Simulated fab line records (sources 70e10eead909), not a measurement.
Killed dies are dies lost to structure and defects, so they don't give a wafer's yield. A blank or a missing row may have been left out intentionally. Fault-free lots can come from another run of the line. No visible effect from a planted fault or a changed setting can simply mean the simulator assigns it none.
Shared-tool check	flow nand_harc	30 wafers sampled across 10 lots

REASON IT WAS OPENED
Flagged at NHARC_A_CHANNEL_HOLE_D1_INSPECT_40: reading raw_defect_count, on 2 of 10 lots. Wafers without a fault read 75, standard deviation 26.
Rule: a lot gets a flag if all its wafers with a number sit over 4 standard deviations from that mean, or if no wafer of it has a number. The rest of the lots are taken to be sound.

lot	measured	on	raw_defect_count, wafer by wafer	flag
L413	day 8 20:50	defect_inspect-02	51 74 55	
L414	day 9 02:46	defect_inspect-02	71 80 99	
L415	day 9 18:47	defect_inspect-01	89 98 96	
L417	day 10 20:54	defect_inspect-02	52 47 74	
L423	day 13 02:14	defect_inspect-01	128 106 102	
L427	day 14 23:35	defect_inspect-01	1138 1154 1195	FLAGGED
L429	day 15 17:37	defect_inspect-01	1140 1229 1196	FLAGGED
L430	day 15 18:13	defect_inspect-02	29 57 59	
L435	day 17 17:47	defect_inspect-02	56 70 74	
L436	day 18 16:42	defect_inspect-01	51 61 21	
The numbers of the flagged lots are 1175 on average: +1100 against the usual, or +42 standard deviations.

WHICH TOOL RAN EACH LOT
4 process steps preceding the reading are held in the record, out of 1302 steps in the route. Cell contents, in order: the tool; ch with the chambers the sampled wafers went through; the start.
lot	flag	NHARC_A_CHANNEL_HOLE_D1_ETCH_19	NHARC_A_CHANNEL_HOLE_D1_ETCH_22	NHARC_A_CHANNEL_HOLE_D1_ETCH_23	NHARC_A_CHANNEL_HOLE_D1_ETCH_44
L413		har_etch-01 ch 0,1, day 8 15:07	har_etch-01 ch 0,1, day 8 15:59	har_etch-01 ch 0,1, day 8 16:33	rie_diel-05 ch 1,3, day 8 19:51
L414		har_etch-02 ch 0,1, day 8 21:03	har_etch-02 ch 0,1, day 8 21:55	har_etch-02 ch 0,1, day 8 22:28	rie_diel-12 ch 1,2, day 9 01:47
L415		har_etch-02 ch 0,1, day 9 13:04	har_etch-02 ch 0,1, day 9 14:01	har_etch-02 ch 0,1, day 9 14:36	rie_diel-12 ch 0,1,2, day 9 17:47
L417		har_etch-01 ch 0,1, day 10 15:14	har_etch-01 ch 0,1, day 10 16:20	har_etch-01 ch 0,1, day 10 16:58	rie_diel-12 ch 1,2,3, day 10 19:56
L423		har_etch-02 ch 0,1, day 12 20:32	har_etch-02 ch 0,1, day 12 21:25	har_etch-02 ch 0,1, day 12 21:59	rie_diel-12 ch 1,2,3, day 13 01:15
L427	FLAGGED	har_etch-02 ch 1, day 14 13:46	har_etch-02 ch 1, day 14 15:29	har_etch-02 ch 1, day 14 16:37	rie_diel-12 ch 0,2,3, day 14 22:37
L429	FLAGGED	har_etch-02 ch 1, day 15 11:55	har_etch-02 ch 1, day 15 12:52	har_etch-02 ch 1, day 15 13:27	rie_diel-12 ch 0,2, day 15 16:38
L430		har_etch-01 ch 0,1, day 15 12:30	har_etch-01 ch 0,1, day 15 13:23	har_etch-01 ch 0,1, day 15 13:56	rie_diel-05 ch 2,3, day 15 17:13
L435		har_etch-01 ch 0,1, day 17 12:05	har_etch-01 ch 0,1, day 17 12:57	har_etch-01 ch 0,1, day 17 13:31	rie_diel-01 ch 0,1,3, day 17 16:48
L436		har_etch-02 ch 0,1, day 18 10:59	har_etch-02 ch 0,1, day 18 11:52	har_etch-02 ch 0,1, day 18 12:26	rie_diel-12 ch 0,1,3, day 18 15:43
What the steps here do:
- NHARC_A_CHANNEL_HOLE_D1_ETCH_19: etches the open film in C4F8/O2/Ar, time 34.5 s.
- NHARC_A_CHANNEL_HOLE_D1_ETCH_22: etches the open film in C4F8/O2/Ar, time 666.7 s, target depth 1600 nm.
- NHARC_A_CHANNEL_HOLE_D1_ETCH_23: etches the open film in C4F8/O2/Ar, time 819 s, target depth 1600 nm.
- NHARC_A_CHANNEL_HOLE_D1_ETCH_44: etches the open film in CF4/O2, target depth 140 nm, overetch 14 nm, time 77 s.
- NHARC_A_CHANNEL_HOLE_D1_INSPECT_40

FLAGGED OVER TOTAL, TOOL BY TOOL (the gauges that took the reading come last)
step	tool	lots run	flagged	share of the flagged lots	sound lots run after its first flagged lot
NHARC_A_CHANNEL_HOLE_D1_ETCH_19	har_etch-01	4	0	none	-
NHARC_A_CHANNEL_HOLE_D1_ETCH_19	har_etch-02	6	2	all	1 (L436)
NHARC_A_CHANNEL_HOLE_D1_ETCH_22	har_etch-01	4	0	none	-
NHARC_A_CHANNEL_HOLE_D1_ETCH_22	har_etch-02	6	2	all	1 (L436)
NHARC_A_CHANNEL_HOLE_D1_ETCH_23	har_etch-01	4	0	none	-
NHARC_A_CHANNEL_HOLE_D1_ETCH_23	har_etch-02	6	2	all	1 (L436)
NHARC_A_CHANNEL_HOLE_D1_ETCH_44	rie_diel-01	1	0	none	-
NHARC_A_CHANNEL_HOLE_D1_ETCH_44	rie_diel-05	2	0	none	-
NHARC_A_CHANNEL_HOLE_D1_ETCH_44	rie_diel-12	7	2	all	1 (L436)
NHARC_A_CHANNEL_HOLE_D1_INSPECT_40	defect_inspect-01	5	2	all	1 (L436)
NHARC_A_CHANNEL_HOLE_D1_INSPECT_40	defect_inspect-02	5	0	none	-

THE TABLE: WHAT IT ALLOWS
5 rows of the table ran every flagged lot: har_etch-02 at NHARC_A_CHANNEL_HOLE_D1_ETCH_19, har_etch-02 at NHARC_A_CHANNEL_HOLE_D1_ETCH_22, har_etch-02 at NHARC_A_CHANNEL_HOLE_D1_ETCH_23, rie_diel-12 at NHARC_A_CHANNEL_HOLE_D1_ETCH_44, defect_inspect-01 at NHARC_A_CHANNEL_HOLE_D1_INSPECT_40.
- har_etch-02 at NHARC_A_CHANNEL_HOLE_D1_ETCH_19: 2 of its 6 lots flagged. Sound lots followed the first flagged one (L436) on it, something a lasting fault affecting the whole tool could not allow.
- har_etch-02 at NHARC_A_CHANNEL_HOLE_D1_ETCH_22: 2 of its 6 lots flagged. Sound lots followed the first flagged one (L436) on it, something a lasting fault affecting the whole tool could not allow.
- har_etch-02 at NHARC_A_CHANNEL_HOLE_D1_ETCH_23: 2 of its 6 lots flagged. Sound lots followed the first flagged one (L436) on it, something a lasting fault affecting the whole tool could not allow.
- rie_diel-12 at NHARC_A_CHANNEL_HOLE_D1_ETCH_44: 2 of its 7 lots flagged. Sound lots followed the first flagged one (L436) on it, something a lasting fault affecting the whole tool could not allow.
- defect_inspect-01 at NHARC_A_CHANNEL_HOLE_D1_INSPECT_40: 2 of its 5 lots flagged. Sound lots followed the first flagged one (L436) on it, something a lasting fault affecting the whole tool could not allow.
There is no row in the table that ran each flagged lot and no sound lot after the first.

WHAT THE SIMULATOR HAD INSERTED
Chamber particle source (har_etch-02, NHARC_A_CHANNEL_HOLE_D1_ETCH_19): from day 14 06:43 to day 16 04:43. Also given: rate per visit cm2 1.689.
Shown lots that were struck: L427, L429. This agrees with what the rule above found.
